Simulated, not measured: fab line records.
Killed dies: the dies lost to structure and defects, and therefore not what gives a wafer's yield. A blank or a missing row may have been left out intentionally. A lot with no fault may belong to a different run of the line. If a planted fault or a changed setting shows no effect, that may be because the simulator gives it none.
What tool caused it?    flow n5 finfet    12 lots with 36 wafers sampled at 3 steps, on a route of 1938 steps

## WHAT THE GAUGES READ, wafer by wafer
N5_BEOL_M6_RS_MEAS_57: measures by four-point-probe.
lot   measured      on             M6_RS (ohm/sq)
L075  day 8 22:56   film metro-01  0.281 0.277 0.284
L077  day 9 09:51   film metro-01  0.294 0.295 0.290
L079  day 10 00:41  film metro-02  0.296 0.283 0.320
L081  day 10 09:41  film metro-02  0.290 0.282 0.293
L083  day 11 02:22  film metro-02  0.279 0.311 0.281
L085  day 11 08:17  film metro-01  0.287 0.283 0.296
L087  day 12 04:43  film metro-02  0.285 0.283 0.297
L089  day 12 07:09  film metro-01  0.293 0.278 0.278
L091  day 13 01:13  film metro-02  0.293 0.278 0.291
L094  day 13 22:23  film metro-01  0.266 0.286 0.277
L095  day 14 03:24  film metro-02  0.278 0.299 0.283
L097  day 14 18:28  film metro-02  0.294 0.292 0.291

## WHICH TOOL RAN EACH LOT (tool, then ch and the chambers of the sampled wafers, then the start)
lot   N5_BEOL_M6_ANNEAL_51              N5_BEOL_M6_DEP_56
L075  rtp anneal-01 ch 0, day 8 22:16   pecvd-02 ch 0,1,2, day 8 22:52
L077  rtp anneal-02 ch 0, day 9 09:07   pecvd-03 ch 0,2, day 9 09:47
L079  rtp anneal-01 ch 0, day 9 23:58   pecvd-03 ch 0,1,2, day 10 00:37
L081  rtp anneal-01 ch 0, day 10 08:56  pecvd-01 ch 0,1, day 10 09:36
L083  rtp anneal-01 ch 0, day 11 01:38  pecvd-02 ch 0,2, day 11 02:17
L085  rtp anneal-01 ch 0, day 11 07:32  pecvd-01 ch 1,2, day 11 08:13
L087  rtp anneal-02 ch 0, day 12 03:59  pecvd-02 ch 0,1,2, day 12 04:38
L089  rtp anneal-02 ch 0, day 12 06:26  pecvd-03 ch 0,1,2, day 12 07:05
L091  rtp anneal-01 ch 0, day 13 00:22  pecvd-01 ch 1,2, day 13 01:09
L094  rtp anneal-02 ch 0, day 13 21:42  pecvd-03 ch 0,1,2, day 13 22:19
L095  rtp anneal-01 ch 0, day 14 02:41  pecvd-03 ch 0,1,2, day 14 03:20
L097  rtp anneal-02 ch 0, day 14 17:44  pecvd-01 ch 0,1,2, day 14 18:23
- N5_BEOL_M6_ANNEAL_51: time 90 s.
- N5_BEOL_M6_DEP_56: deposits SiCN from 3MS/NH3, target thk 10 nm, time 17.5 s.

## THE ANSWER, worked out from the rows above alone
Rule: what is usual is taken from the lots themselves. The widest of any qualifying gaps counts: lots, ordered by their means at a reading, are off when they make up no more than a third of the lots, leave a main group of 4 or more, and stand apart from it by 3 or more times the standard deviation of that group's means. The tables above print the reading to a certain number of digits; a main group whose means all agree to those digits is not used. A lot without any number at a reading at which 4 lots or more have one is off too. The other lots that the step has rows for count as sound.
No lot is off on any of the readings shown, so nothing can be concluded from this.

## WHAT WAS PUT IN BY THE SIMULATOR
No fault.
